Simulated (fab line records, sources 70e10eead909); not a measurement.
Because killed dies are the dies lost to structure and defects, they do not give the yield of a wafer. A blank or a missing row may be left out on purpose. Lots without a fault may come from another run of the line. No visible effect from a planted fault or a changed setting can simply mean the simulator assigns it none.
A struck lot beside a sound one || flow nand-harc || 14 steps out of a route of 1302
Sound: these wafers, L828.4, L828.5, L828.6. Struck: wafer L836.5 (left out: L836.2, L836.4 of the same lot, which were not struck); the cause appears at the end.
Order at every step that has rows: each side's tool, ch and its chambers, its first start. Under that, the readings that differ: sound wafers || struck wafers || difference of the means || sigmas: that difference in standard deviations of wafers without a fault.
alike: readings whose means differ by less than 2 such deviations, and words and numbers that are the same on both sides. not compared: withheld readings, readings that some wafer has no value for, bounds like >300 that may hide the same value, and numbers for which the record gives no deviation and whose values overlap.
Wherever a step has rows on one side only, a row that says differs or no value, or a row with sigmas, the two part there. Non-overlapping numbers with no deviation appear without sigmas and do not part them. A reading missing from all wafers of one side parts the sides only when that side holds two or more wafers.

NHARC_A_M1_INSPECT_27:
  sound on defect-inspect-02, day 26 11:14; struck on defect-inspect-01, day 30 04:28
  alike: raw-defect-count
NHARC_A_M1_PRE_CLEAN_32: time 12 s.
  sound on pecvd-01 ch 0,1,2, day 26 11:20; struck on pecvd-04 ch 2, day 30 04:38
  alike: heater-power-outer-w, heater-power-w
NHARC_A_M1_DEP_33: deposits SiCN, target thk 30 nm.
  sound on pecvd-01 ch 0,1,2, day 26 11:31; struck on pecvd-04 ch 2, day 30 04:46
  alike: heater-power-outer-w, heater-power-w
NHARC_A_BONDPAD_DEP_00: deposits SiCN, target thk 250 nm.
  sound on pecvd-03 ch 0,1,2, day 26 12:05; struck on pecvd-02 ch 1, day 30 05:14
  alike: heater-power-outer-w, heater-power-w
NHARC_A_BONDPAD_CMP_29: polishes SiCN, target thk 200 nm.
  sound on cmp-04 ch 0,3, day 26 12:23; struck on cmp-01 ch 0, day 30 05:38
  alike: motor-current-A
NHARC_A_BONDPAD_THK_MEAS_30: measures by ellipsometry.
  sound on film-metro-02, day 26 12:37; struck on film-metro-02, day 30 05:54
  alike: thk-nm
then, 5 steps without rows for these wafers: NHARC_A_BONDPAD_SRD_31; NHARC_A_BONDPAD_DEHYDRATE_01 (time 120 s); NHARC_A_BONDPAD_HMDS_02 (time 30 s); NHARC_A_BONDPAD_COAT_33 (time 65 s); NHARC_A_BONDPAD_COAT_03 (resist thk 600 nm).
NHARC_A_BONDPAD_SOFTBAKE_04: time 70 s.
  sound on litho-track-05 ch 0, day 26 12:00; struck on litho-track-03 ch 0, day 30 06:00
{"reading": "heater-power-total-W (W)", "sound": "199.4 199.6 201.8", "struck": 333.1, "difference": "+132.8", "sigmas": "+99 or more"}
following that, these wafers have no rows for 1 step: NHARC_A_BONDPAD_EBR_05.
NHARC_END_SORT_01:
  the record has rows for the sound wafers here (prober-01 ch 0, day 27 19:01) and none for the struck ones

## WHERE THEY PART
First at NHARC_A_BONDPAD_SOFTBAKE_04; last, within this record, at NHARC_END_SORT_01.

WHY: whatever the simulator had introduced
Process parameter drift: litho-track-03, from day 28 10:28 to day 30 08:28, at NHARC_A_BONDPAD_SOFTBAKE_04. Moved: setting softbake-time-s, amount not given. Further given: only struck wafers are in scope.
